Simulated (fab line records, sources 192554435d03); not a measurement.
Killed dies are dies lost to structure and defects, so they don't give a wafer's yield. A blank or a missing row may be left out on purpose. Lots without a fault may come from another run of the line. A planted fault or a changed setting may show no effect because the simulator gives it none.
Chamber matching | flow n5_finfet | N5_BEOL_M10_VIA_ETCH_34 on rie_diel-01: 4 sister chambers
The step etches SiCOH lowk in C4F6/O2, target depth 184.5 nm, time 69.2 s. 16 wafers are shown with their chamber, then 8 later ones without.

WAFERS WITH THEIR CHAMBER
wafer  | chamber | showerhead_plenum_p_Torr (Torr) | rf_vpp_V (V) | throttle_valve_pct (%)
L084.1 | 1       | 2.89                            | 662          | 20.76
L084.5 | 0       | 2.78                            | 672          | 20.93
L084.6 | 1       | 2.89                            | 662          | 20.73
L086.1 | 2       | 3.02                            | 651          | 20.89
L086.2 | 0       | 2.78                            | 674          | 20.93
L086.4 | 1       | 2.89                            | 663          | 20.75
L088.2 | 0       | 2.78                            | 673          | 20.94
L088.3 | 1       | 2.89                            | 662          | 20.77
L088.5 | 2       | 3.01                            | 651          | 20.90
L093.2 | 1       | 2.89                            | 661          | 20.77
L093.3 | 2       | 3.01                            | 652          | 20.90
L093.5 | 2       | 3.01                            | 652          | 20.90
L092.4 | 3       | 2.87                            | 659          | 20.76
L092.5 | 2       | 3.01                            | 652          | 20.90
L092.6 | 1       | 2.88                            | 664          | 20.80
L095.1 | 2       | 3.01                            | 650          | 20.90

SIGNATURES (means of the wafers above)
reading                  | chamber 0 | chamber 1 | chamber 2 | chamber 3 | scatter within a chamber
showerhead_plenum_p_Torr | 2.7800    | 2.8883    | 3.0117    | 2.8700    | 0.00373
rf_vpp_V                 | 673.00    | 662.33    | 651.33    | 659.00    | 0.943
throttle_valve_pct       | 20.9333   | 20.7633   | 20.8983   | 20.7600   | 0.0155
Rule: a wafer's distance from a chamber is the root of the sum, over the readings, of the square of ((its reading less the chamber's mean) divided by the reading's scatter). The wafer belongs to the nearest chamber; if the next one is less than 2 further off, it can't be placed. The scatter: the root of (the sum of the squares of (reading less its chamber's mean) over the shown wafers, divided by (wafers less chambers)).

WAFERS WITHOUT THEIR CHAMBER
wafer  | showerhead_plenum_p_Torr (Torr) | rf_vpp_V (V) | throttle_valve_pct (%)
L095.3 | 2.88                            | 663          | 20.78
L095.5 | 2.87                            | 657          | 20.76
L096.1 | 2.77                            | 672          | 20.97
L096.5 | 3.00                            | 651          | 20.92
L096.6 | 2.77                            | 672          | 20.98
L097.1 | 3.00                            | 652          | 20.93
L097.3 | 2.88                            | 663          | 20.81
L097.5 | 2.77                            | 673          | 20.98

WHICH CHAMBER EACH WENT THROUGH
wafer  | from the rows above | in truth
L095.3 | 1                   | 1
L095.5 | 3                   | 3
L096.1 | 0                   | 0
L096.5 | 2                   | 2
L096.6 | 0                   | 0
L097.1 | 2                   | 2
L097.3 | 1                   | 1
L097.5 | 0                   | 0
Placed correctly: 8 of 8. Can't be placed from these rows: 0. Placed wrongly: 0.
